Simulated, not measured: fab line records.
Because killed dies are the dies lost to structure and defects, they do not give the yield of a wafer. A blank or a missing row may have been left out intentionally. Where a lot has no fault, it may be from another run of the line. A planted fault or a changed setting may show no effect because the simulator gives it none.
8D (eight disciplines) problem report, filled in by code || flow nand-harc || the parts of the form that need people (team, actions taken, sign-off) are left out

## 1. WHAT IS WRONG
Mean of killed-at-array at NHARC_END_SORT_01: 675 across 6 wafers in 2 lots; on wafers with no fault it is 28 (standard deviation 11). Measured from the usual mean, that is +59 standard deviations.
Earliest sighting: wafer L976.3 on prober-02 at day 21 20:40. The record holds 6 wafers of 2 lots with a number at this step. By rule, "out" or "out of limits" means more than 4 standard deviations away from the usual mean. The rest of the wafers with a number are treated as sound.

## 2. WHAT IT IS, WHAT IT ISN'T
{"question": "which readings at this step", "is": "killed-at-array, killed-dies", "is not": "killed-at-other, killed-at-periphery, killed-open, killed-short"}
{"question": "which lots", "is": "L976, L979", "is not": "-"}
{"question": "which wafers of those lots", "is": "all that have a number", "is not": "-"}
{"question": "read on which gauges", "is": "prober-01, prober-02", "is not": "-"}
{"question": "when", "is": "from day 21 20:40", "is not": "up to then (0 sound wafers)"}

## 3. WHAT RULES OUT EACH SUSPECT
Counting: a tool at a process step up to the reading stays a suspect if it ran every lot that is out and no sound lot after the first of them.
- ruled out: the gauge at NHARC_END_SORT_01. The wafers that are out were read on 2 gauges (prober-01, prober-02).
- pecvd-04 at NHARC_A_STAIRCASE_DEP_322 (deposits SiO2, target thk 3800 nm): kept. It ran every lot that is out, first L976 (day 15 10:55), and no sound lot after that.
The count leaves pecvd-04 at NHARC_A_STAIRCASE_DEP_322.

## 4. THE CAUSE (what the simulator had put in)
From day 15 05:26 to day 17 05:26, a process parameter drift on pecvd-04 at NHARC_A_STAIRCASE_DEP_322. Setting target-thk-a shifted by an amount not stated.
This tool alone remained once counting was done.

## 5. THE EFFECT CHAIN, in route order
Each row: a reading where the mean over the struck wafers with a number is more than 3 standard deviations away from the usual. Only readings whose record carries a usual standard deviation are examined. hours: median over the lots of the time between each lot's start at the first step of this table that gives one and its start at this step. sigmas: the change, counted in usual standard deviations.
{"hours": 0, "step": "NHARC_END_SORT_01", "reading": "killed-at-array", "usual": 28, "on struck wafers": 675, "change": "+647", "sigmas": "+59"}
{"hours": 0, "step": "NHARC_END_SORT_01", "reading": "killed-dies", "usual": 32, "on struck wafers": 677, "change": "+645", "sigmas": "+59"}

## 6. WHAT WOULD HAVE CAUGHT IT SOONER
In this record the first reading out of limits at a measuring or inspecting step was taken at day 21 20:40, 159 hours after the fault began at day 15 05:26.
Of the tool readings at NHARC_A_STAIRCASE_DEP_322 for which the record gives a usual standard deviation, none was out on any struck wafer, so an alarm limit of 4 standard deviations on them would not have fired.
All the lots that are out (2) had begun NHARC_A_STAIRCASE_DEP_322 on pecvd-04 by day 21 20:40. Holding the tool at that point would not have protected any of them.
